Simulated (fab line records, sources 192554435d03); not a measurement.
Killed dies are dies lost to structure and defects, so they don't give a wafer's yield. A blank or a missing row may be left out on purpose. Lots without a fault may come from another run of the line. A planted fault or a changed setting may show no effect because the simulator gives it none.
A struck lot beside a sound one | flow n5_finfet | 38 steps out of a route of 1938
Sound: wafers L158.4, L158.5, L158.6. Struck: wafer L166.1. (L166.2, L166.4 of the same lot were not struck and are left out.) The cause comes at the end.
At each step with rows: each side's tool, then ch and its chambers, then its first start. Under that, the readings that differ: sound wafers | struck wafers | difference of the means | sigmas: that difference in standard deviations of wafers without a fault.
alike: readings whose means differ by less than 2 such deviations, and words and numbers that are the same on both sides. not compared: withheld readings, readings that some wafer has no value for, bounds like >300 that may hide the same value, and numbers for which the record gives no deviation and whose values overlap.
The two part at a step that has a row with sigmas, a row that says differs or no value, or rows on one side only. Numbers that don't overlap but have no deviation are shown without sigmas and don't part them. A reading that every wafer of one side lacks parts them only if that side has two wafers or more.

first, 11 steps without rows for these wafers: N5_FIN_SAQP_SPACER1_ETCHBACK_25 (etches SiO2 in CHF3/O2, target depth 24.4 nm, time 12.2 s); N5_FIN_SAQP_MANDREL1_REMOVE_56 (chemistry HBr/Cl2/O2, target a-Si, stops on SiNx, bt time 10 s); N5_FIN_SAQP_ETCH_57 (etches SiNx in CH3F/O2, target depth 32.5 nm, time 46.4 s); N5_FIN_SAQP_ETCH_65 (etches SiO2 in CF4, target depth 4 nm, time 4.4 s); N5_FIN_SAQP_MANDREL_ETCH_58 (etches a-Si in HBr/Cl2, stops on SiNx, target depth 45 nm, bt time 10 s, time 27 s); N5_FIN_SAQP_RECESS_63 (chemistry HF/NH3, target SiO2, target depth 18 nm, afs cycles 3, sublimation time 60 s); N5_FIN_SAQP_COAT_68 (time 60 s, resist thk 100 nm); N5_FIN_SAQP_ETCH_69 (etches SOC in N2/H2, stops on SiNx, target depth 150 nm); N5_FIN_SAQP_ETCH_67 (etches SiNx in CH3F/O2, target depth 30 nm); N5_FIN_SAQP_STRIP_70 (strips in N2/H2); N5_FIN_SAQP_RECESS_71 (chemistry HF/NH3, target SiO2, target depth 3 nm, afs cycles 1, sublimation time 60 s).
N5_FIN_SAQP_SPACER2_ALD_28: deposits SiO2, target thk 8.1 nm, pulse time 1 s, purge time 2 s.
  sound on ald_sin-03 ch 0,1,3, day 3 09:47; struck on ald_sin-03 ch 1, day 5 09:24
  reading                                           | sound | struck | difference | sigmas
  model.SiO2_of_FIN_SAQP_SPACER2_ALD_28.thk_nm (nm) | 8 8 8 | 4.4    | -3.6       |
  alike: heater_power_w, precursor_pulse_height_rel
then, 1 step without rows for these wafers: N5_FIN_SAQP_SPACER2_ETCHBACK_29 (etches SiO2 in CHF3/O2, target depth 12.2 nm, time 6.1 s).
N5_FIN_SAQP_MANDREL2_REMOVE_60: chemistry HBr/Cl2/O2, target a-Si, stops on SiNx, bt time 10 s.
  sound on rie_si-04 ch 0,1, day 3 10:17; struck on rie_si-06 ch 1, day 5 09:49
  reading                   | sound          | struck | difference | sigmas
  throttle_valve_pct (%)    | 37.2 37.2 37.0 | 36.2   | -0.9       | -3
  model.FIN_SAQP.cd_nm (nm) | 8 8 8          | 4.4    | -3.6       |
  alike: chamber_pressure_mTorr, drypump_motor_current_A, mfc_cl2_sccm, oes_product_au
  not compared: rf_hours_counter_h
N5_FIN_SAQP_CD_MEAS_31: target cd 8 nm.
  sound on cd_sem-03 ch 0, day 3 10:24; struck on cd_sem-02 ch 0, day 5 09:55
  reading    | sound          | struck | difference | sigmas
  cd_nm (nm) | 8.02 8.05 8.13 | 4.33   | -3.74      | -19
then, 3 steps without rows for these wafers: N5_FIN_SAQP_HM_OPEN_33 (chemistry CH3F/O2, target SiNx, target depth 49.4 nm, time 70.6 s); N5_FIN_SAQP_ETCH_34 (etches SiO2 in C4F6/O2, target depth 45 nm, time 15 s); N5_FIN_SAQP_STRIP_77 (strips in N2/H2, time 90 s).
N5_FIN_SAQP_HM_CD_35: target cd 8 nm.
  sound on cd_sem-03, day 3 10:40; struck on cd_sem-03, day 5 10:11
  reading    | sound          | struck | difference | sigmas
  cd_nm (nm) | 8.12 8.21 8.39 | 4.09   | -4.15      | -22
then, 1 step without rows for these wafers: N5_FIN_SAQP_ETCH_64 (etches SiO2 in CF4, target depth 1.5 nm).
N5_FIN_SAQP_FIN_ETCH_36: etches the open film in HBr/Cl2/O2, target depth 120 nm, time 50.4 s.
  sound on rie_si-02 ch 0,2,3, day 3 10:44; struck on rie_si-02 ch 2, day 5 10:16
  reading                   | sound   | struck | difference | sigmas
  model.FIN_SAQP.cd_nm (nm) | 8 7.8 8 | 4.4    | -3.5       |
  alike: chamber_pressure_mTorr, drypump_motor_current_A, mfc_cl2_sccm, oes_product_au, throttle_valve_pct
  not compared: rf_hours_counter_h
N5_FIN_SAQP_CD_MEAS_37: target cd 8 nm.
  sound on cd_sem-02, day 3 10:52; struck on cd_sem-03, day 5 10:23
  reading    | sound          | struck | difference | sigmas
  cd_nm (nm) | 7.93 7.67 8.23 | 4.51   | -3.43      | -14
then, 14 steps without rows for these wafers: N5_FIN_SAQP_PRECLEAN_38 (cleans in O3/DIW, time 45 s); N5_FIN_SAQP_PRECLEAN_45 (cleans in dHF, time 10 s); N5_FIN_SAQP_SRD_39 (time 30 s); N5_FIN_CUT_COAT_18 (time 60 s, resist thk 230 nm); N5_FIN_CUT_COAT_19 (time 60 s, resist thk 20 nm); N5_FIN_CUT_COAT_29 (time 60 s, resist thk 10 nm); N5_FIN_CUT_COAT_02 (resist thk 30 nm); N5_FIN_CUT_EBR_04; N5_FIN_CUT_SOFTBAKE_03 (time 60 s); N5_FIN_CUT_EXPOSE_05 (exposes mask FIN CUT); N5_FIN_CUT_PEB_06 (peb time 60 s); N5_FIN_CUT_DEVELOP_07 (develop time 30 s); N5_FIN_CUT_DESCUM_13 (chemistry O2, time 7 s); N5_FIN_CUT_ETCH_30 (etches underlayer in N2/H2, target depth 13 nm, time 10.4 s).
N5_STI_FIN_REVEAL_CD_MEAS_22: target cd 6.238 nm, pitch 28 nm.
  sound on cd_sem-03, day 3 21:42; struck on cd_sem-03, day 5 20:34
  reading    | sound          | struck | difference | sigmas
  cd_nm (nm) | 6.06 6.19 6.19 | 2.57   | -3.58      | -13
-- the record jumps here: 5 days lie between the struck wafers' starts before and after (it left off in module STI_FIN_REVEAL and takes up again in module BEOL_M4, whose first step shown is number 1111 of the route) --
N5_BEOL_M4_RC_MEAS_101:
  sound on prober-01 ch 0, day 8 23:05; struck on prober-01 ch 0, day 11 04:12
  reading            | sound                | struck | difference | sigmas
  DIBL_N (mV/V)      | 34.7 33.6 33.8       | 12.8   | -21.2      | -14
  DIBL_P (mV/V)      | 35.2 33.5 33.9       | 2.8    | -31.4      | -17
  IOFF_N (nA/um)     | 0.135 0.119 0.128    | 0.005  | -0.122     | -6
  IOFF_N_85C (nA/um) | 2.7 2.4 2.6          | 0.2    | -2.4       | -7
  IOFF_N_LIN (nA/um) | 0.066 0.059 0.063    | 0.004  | -0.059     | -7
  IOFF_P (nA/um)     | 0.227 0.195 0.205    | 0.014  | -0.195     | -7
  IOFF_P_85C (nA/um) | 3.8 3.4 3.5          | 0.4    | -3.2       | -8
  IOFF_P_LIN (nA/um) | 0.111 0.100 0.104    | 0.014  | -0.091     | -8
  ION_N (uA/um)      | 659 660 658          | 487    | -172       | -20
  ION_P (uA/um)      | 461 462 452          | 372    | -86        | -15
  SS_N (mV/dec)      | 71.0 71.0 70.2       | 66.2   | -4.5       | -9
  SS_P (mV/dec)      | 73.1 72.6 72.9       | 64.7   | -8.2       | -14
  VT_N (mV)          | 252.8 255.6 253.1    | 306.3  | +52.5      | +22
  VT_N_LVT (mV)      | 102.1 104.0 102.1    | 152.4  | +49.7      | +20
  VT_P (mV)          | -248.1 -248.2 -251.0 | -288.2 | -39.1      | -13
  VT_P_LVT (mV)      | -97.7 -99.0 -97.7    | -133.6 | -35.5      | -14

WHERE THEY PART
First at N5_FIN_SAQP_MANDREL2_REMOVE_60; last, within this record, at N5_BEOL_M4_RC_MEAS_101.

WHY: what the simulator had put in
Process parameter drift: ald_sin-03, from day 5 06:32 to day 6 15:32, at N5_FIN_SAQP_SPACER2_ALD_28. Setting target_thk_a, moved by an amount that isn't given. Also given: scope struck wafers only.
